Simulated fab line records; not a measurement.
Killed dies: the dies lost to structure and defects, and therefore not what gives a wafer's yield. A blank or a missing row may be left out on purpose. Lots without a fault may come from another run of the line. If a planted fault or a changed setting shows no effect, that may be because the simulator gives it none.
Matching of chambers | flow n5Finfet | 4 sister chambers for N5_FIN_CUT_STRIP_22 on rieDiel-06
The step strips in N2/H2. 18 wafers are shown with their chamber, then 9 later ones without.

## EACH WAFER AND ITS CHAMBER
wafer  | chamber | showerheadPlenumPTorr (Torr) | drypumpMotorCurrentA (A) | throttleValvePct (%)
L075.1 | 2       | 3.25                         | 5.9                      | 19.3
L075.5 | 0       | 3.55                         | 5.8                      | 19.1
L075.6 | 3       | 3.18                         | 5.3                      | 18.7
L079.2 | 1       | 3.13                         | 6.0                      | 19.0
L079.3 | 0       | 3.55                         | 5.7                      | 19.1
L079.4 | 3       | 3.17                         | 5.3                      | 18.7
L081.1 | 3       | 3.17                         | 5.3                      | 18.7
L081.4 | 2       | 3.24                         | 5.9                      | 19.4
L081.6 | 3       | 3.17                         | 5.3                      | 18.7
L082.1 | 0       | 3.54                         | 5.8                      | 19.2
L082.4 | 2       | 3.24                         | 5.9                      | 19.4
L082.5 | 1       | 3.13                         | 6.0                      | 19.1
L083.2 | 2       | 3.24                         | 5.9                      | 19.3
L083.5 | 0       | 3.54                         | 5.7                      | 19.1
L083.6 | 3       | 3.17                         | 5.3                      | 18.7
L084.1 | 0       | 3.54                         | 5.8                      | 19.2
L084.4 | 2       | 3.24                         | 5.9                      | 19.3
L084.5 | 2       | 3.24                         | 5.9                      | 19.4

SIGNATURES (averages over the wafers above)
reading               | chamber 0 | chamber 1 | chamber 2 | chamber 3 | scatter within a chamber
showerheadPlenumPTorr | 3.5440    | 3.1300    | 3.2417    | 3.1720    | 0.0045
drypumpMotorCurrentA  | 5.760     | 6.000     | 5.900     | 5.300     | 0.0293
throttleValvePct      | 19.140    | 19.050    | 19.350    | 18.700    | 0.0478
Rule: a wafer's distance from a chamber is the root of the sum, over the readings, of the square of ((its reading less the chamber's mean) divided by the reading's scatter). If the next closest chamber is less than 2 further off than the closest, the wafer can't be placed; otherwise it belongs to the closest. The scatter: take each reading less its chamber's mean, square it, sum over the shown wafers, divide by the number of wafers less the number of chambers, and take the root.

## WAFERS MISSING THEIR CHAMBER
wafer  | showerheadPlenumPTorr (Torr) | drypumpMotorCurrentA (A) | throttleValvePct (%)
L089.1 | 3.12                         | 5.9                      | 19.1
L089.2 | 3.23                         | 5.9                      | 19.4
L089.4 | 3.16                         | 5.3                      | 18.7
L092.1 | 3.54                         | 5.8                      | 19.2
L092.2 | 3.12                         | 5.9                      | 19.1
L092.3 | 3.16                         | 5.3                      | 18.7
L097.1 | 3.23                         | 6.0                      | 19.4
L097.4 | 3.11                         | 5.9                      | 19.2
L097.6 | 3.23                         | 5.9                      | 19.3

## EACH ONE'S CHAMBER
wafer  | from the rows above | in truth
L089.1 | 1                   | 1
L089.2 | 2                   | 2
L089.4 | 3                   | 3
L092.1 | 0                   | 0
L092.2 | 1                   | 1
L092.3 | 3                   | 3
L097.1 | 2                   | 2
L097.4 | 1                   | 1
L097.6 | 2                   | 2
Placed correctly: 9 of 9. From these rows, 0 cannot be placed. 0 placed wrongly.
